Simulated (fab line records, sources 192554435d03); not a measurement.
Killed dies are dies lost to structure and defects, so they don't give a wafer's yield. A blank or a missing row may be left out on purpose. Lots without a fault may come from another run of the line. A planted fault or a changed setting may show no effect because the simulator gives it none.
A struck lot beside a sound one | flow n5_finfet | 19 steps out of a route of 1938
Sound: wafers L920.1, L920.3, L920.5. Struck: wafers L933.1, L933.2, L933.6. The cause comes at the end.
At each step with rows: each side's tool, then ch and its chambers, then its first start. Under that, the readings that differ: sound wafers | struck wafers | difference of the means | sigmas: that difference in standard deviations of wafers without a fault.
alike: readings whose means differ by less than 2 such deviations, and words and numbers that are the same on both sides. not compared: withheld readings, readings that some wafer has no value for, bounds like >300 that may hide the same value, and numbers for which the record gives no deviation and whose values overlap.
The two part at a step that has a row with sigmas, a row that says differs or no value, or rows on one side only. Numbers that don't overlap but have no deviation are shown without sigmas and don't part them. A reading that every wafer of one side lacks parts them only if that side has two wafers or more.

N5_BEOL_M12_CMP_49: polishes, stops on SiOC, t overpolish 20.6 s, target thk 320 nm.
  sound on cmp-01 ch 1,2,3, day 12 07:23; struck on cmp-01 ch 2,3, day 14 21:11
  alike: barrier_field_endpoint_s, head_pressure_psi, motor_current_A, overpolish_run_s
N5_BEOL_M12_THK_MEAS_50: measures by xrf.
  sound on film_metro-02, day 12 07:38; struck on film_metro-02, day 14 21:29
  alike: M12_THK
then, 1 step without rows for these wafers: N5_BEOL_M12_PRE_CLEAN_52 (time 15 s).
N5_BEOL_M12_DEP_53: deposits SiCN from 3MS/NH3, target thk 30 nm, time 10.5 s.
  sound on pecvd-04 ch 0,1, day 12 07:42; struck on pecvd-01 ch 1,2, day 14 21:32
  alike: showerhead_plenum_p_Torr, throttle_valve_pct
N5_BEOL_M12_RS_MEAS_54: measures by four-point-probe.
  sound on film_metro-01, day 12 07:46; struck on film_metro-02, day 14 21:37
  alike: M12_RS
N5_BEOL_M12_INSPECT_55: inspects for defects (darkfield).
  sound on defect_inspect-01, day 12 07:47; struck on defect_inspect-01, day 14 21:38
  alike: raw_defect_count
N5_BEOL_M13_ILD_DEP_00: deposits SiOC from DEMS/O2, target thk 837.92 nm, time 166.4 s.
  sound on pecvd-01 ch 0,1,2, day 12 07:50; struck on pecvd-02 ch 1,2, day 14 21:40
  alike: heater_power_outer_w, heater_power_w, showerhead_plenum_p_Torr, throttle_valve_pct
N5_BEOL_M13_THK_MEAS_01:
  sound on film_metro-01, day 12 07:59; struck on film_metro-01, day 14 21:49
  alike: M13_ILD_THK
then, 4 steps without rows for these wafers: N5_BEOL_M13_COAT_58 (time 60 s, resist thk 89 nm); N5_BEOL_M13_COAT_04 (resist thk 400 nm); N5_BEOL_M13_EBR_06; N5_BEOL_M13_SOFTBAKE_05 (time 60 s).
N5_BEOL_M13_EXPOSE_07: exposes mask V12.
  sound on krf_scanner-02 ch 0, day 12 08:14; struck on krf_scanner-01 ch 0, day 14 21:57
  reading              | sound                | struck               | difference | sigmas
  exposure_dose_mJ_cm2 | 24.815 24.797 24.834 | 26.031 26.067 26.052 | +1.235     | +47
  alike: mask
then, 3 steps without rows for these wafers: N5_BEOL_M13_PEB_08 (peb time 90 s); N5_BEOL_M13_DEVELOP_09 (develop time 45 s); N5_BEOL_M13_HARDBAKE_14 (time 120 s).
N5_BEOL_M13_CD_MEAS_10: target cd 190 nm.
  sound on cd_sem-01 ch 0, day 12 08:25; struck on cd_sem-01 ch 0, day 14 22:07
  reading    | sound             | struck            | difference | sigmas
  cd_nm (nm) | 187.7 189.4 191.2 | 196.7 196.1 194.0 | +6.2       | +3
N5_BEOL_M13_OVL_MEAS_11:
  sound on overlay-02 ch 0, day 12 08:26; struck on overlay-01 ch 0, day 14 22:09
  alike: V12_OVL
N5_PASSIVATION_PROBE_49:
  sound on prober-01, day 13 21:14; struck on prober-01, day 16 10:59
  reading         | sound   | struck | difference | sigmas
  killed_at_other | 20 13 8 | 3 7 4  | -9         | -3
  alike: defect_limited_yield, killed_at_M0_to_M3, killed_at_M4_up, killed_at_contacts, killed_at_front_end, killed_dies, killed_open, killed_short, sort_bin_5_function, sort_bin_6_memory, sort_n_pass, sort_yield_pct

WHERE THEY PART
First at N5_BEOL_M13_EXPOSE_07; last, within this record, at N5_PASSIVATION_PROBE_49.

WHY: what the simulator had put in
Process parameter drift: krf_scanner-01, from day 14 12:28 on, at N5_BEOL_M13_EXPOSE_07. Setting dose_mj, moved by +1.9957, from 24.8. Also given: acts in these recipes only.
